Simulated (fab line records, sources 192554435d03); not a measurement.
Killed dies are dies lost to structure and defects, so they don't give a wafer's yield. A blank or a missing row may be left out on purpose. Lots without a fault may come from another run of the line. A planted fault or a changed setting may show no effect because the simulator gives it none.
Which tool did it? | flow n5_finfet | 12 lots, 36 wafers sampled, at 1 step of a route of 1938

WHAT THE GAUGES READ, wafer by wafer
N5_BEOL_M13_INSPECT_30: inspects for defects (macro). Usual: raw_defect_count 1.8, standard deviation 1.3.
lot  | measured     | on                | raw_defect_count | flag
L258 | day 12 13:27 | defect_inspect-01 | 2 1 4            |
L259 | day 13 10:07 | defect_inspect-01 | 1 0 1            |
L269 | day 14 19:53 | defect_inspect-02 | 4 0 2            |
L270 | day 15 13:46 | defect_inspect-01 | 1 0 2            |
L271 | day 15 19:52 | defect_inspect-01 | 2 2 1            |
L272 | day 15 20:02 | defect_inspect-02 | 2 4 0            |
L274 | day 16 21:31 | defect_inspect-01 | 2 3 0            |
L276 | day 16 21:33 | defect_inspect-01 | 0 1 3            |
L277 | day 16 23:38 | defect_inspect-01 | 3 1 3            |
L278 | day 17 09:14 | defect_inspect-01 | 1 0 2            |
L279 | day 18 04:00 | defect_inspect-02 | 1 0 4            |
L280 | day 18 07:08 | defect_inspect-01 | 1 1 0            |

WHICH TOOL RAN EACH LOT (tool, then ch and the chambers of the sampled wafers, then the start)
The record holds no process step before these readings.

WHAT THE TOOLS THEMSELVES READ (means of the sampled wafers that have a number; where no wafer has one, the mark that the record gives instead)
The record holds no such reading with a usual standard deviation.

THE ANSWER, worked out from the rows above alone
Rule: a lot is off if the mean of its wafers that have a number lies more than 3 standard deviations from the usual mean. A lot without any number at a reading at which 4 lots or more have one is off too. The other lots that the step has rows for count as sound. The gauges are gone through in route order, then the tools' own readings, and for those a lot's mean is taken as printed above. The first step at which some lot is off is used, and at that step the reading that is off furthest; a lot without a number counts as furthest.
No lot is off at any reading shown: from this, nothing can be told.

WHAT THE SIMULATOR HAD PUT IN
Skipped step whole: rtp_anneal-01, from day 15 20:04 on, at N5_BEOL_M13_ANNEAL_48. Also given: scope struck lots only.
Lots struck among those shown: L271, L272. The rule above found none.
